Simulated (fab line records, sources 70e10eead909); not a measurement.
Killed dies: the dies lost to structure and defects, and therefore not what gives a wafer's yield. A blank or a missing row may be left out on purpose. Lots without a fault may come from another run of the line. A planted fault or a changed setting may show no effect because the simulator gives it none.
A lot that was struck, set against a sound lot + flow nand_harc + 13 out of 1159 route steps
Sound: the wafers L138.1, L138.5, L138.6. Wafers L141.1, L141.2, L141.4 were the ones struck. The cause comes at the end.
Each step with rows lists, per side, the tool, then ch with its chambers, then its first start. Under that, the readings that differ: sound wafers + struck wafers + difference of the means + sigmas: that difference in standard deviations of wafers without a fault.
alike: readings whose means differ by less than 2 such deviations, and words and numbers that are the same on both sides. not compared: withheld readings, readings that some wafer has no value for, bounds like >300 that may hide the same value, and numbers for which the record gives no deviation and whose values overlap.
The two part at a step that has a row with sigmas, a row that says differs or no value, or rows on one side only. When numbers do not overlap yet have no deviation, they are printed without sigmas and do not part them. Lack of a reading on every wafer of one side parts them only where that side has two or more wafers.

NHARC_P_GATE_DESCUM_61: chemistry O2, time 3 s.
  sound on rie_diel-12 ch 0,2,3, day 9 06:17; struck on rie_diel-12 ch 0,1, day 9 21:11
  alike: drypump_motor_current_A, oes_product_au, rf_vpp_V, showerhead_plenum_p_Torr, throttle_valve_pct
  not compared: rf_hours_counter_h
following that, these wafers have no rows for 1 step: NHARC_P_GATE_IMPLANT_62.
NHARC_P_GATE_STRIP_112: strips in N2/H2, time 200 s.
  sound on plasma_asher-01 ch 0,1, day 9 06:40; struck on plasma_asher-02 ch 0,1, day 9 21:36
  alike: drypump_motor_current_A, heater_power_w
  not compared: rf_hours_counter_h
NHARC_P_GATE_STRIP_76: strips in O2.
  sound on plasma_asher-01 ch 0,1, day 9 06:53; struck on plasma_asher-02 ch 0,1, day 9 21:52
  alike: drypump_motor_current_A, heater_power_w
  not compared: rf_hours_counter_h
then, 8 steps without rows for these wafers: NHARC_P_GATE_STRIP_63 (strips in SPM, time 900 s); NHARC_P_GATE_DEHYDRATE_83 (time 120 s); NHARC_P_GATE_HMDS_84 (time 30 s); NHARC_P_GATE_COAT_85; NHARC_P_GATE_SOFTBAKE_86 (time 95 s); NHARC_P_GATE_EBR_87; NHARC_P_GATE_EXPOSE_88 (exposes mask P HVN, target cd 2000 nm); NHARC_P_GATE_PEB_89 (peb time 85 s).
NHARC_P_GATE_DEVELOP_90: time 70 s.
  sound on litho_track-02 ch 0, day 9 07:00; struck on litho_track-02, day 9 22:00
  no value came back on the struck wafers for chill_plate_temp_C (C), exhaust_pa (Pa); on the sound wafers chill_plate_temp_C (C) reads 23.23 22.91 23.08

== WHERE THEY PART ==
Only at NHARC_P_GATE_DEVELOP_90, as far as this record shows.

WHY: what had been put in by the simulator
Beginning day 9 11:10, the whole step at NHARC_P_GATE_DEVELOP_90 was skipped on litho_track-02. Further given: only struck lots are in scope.
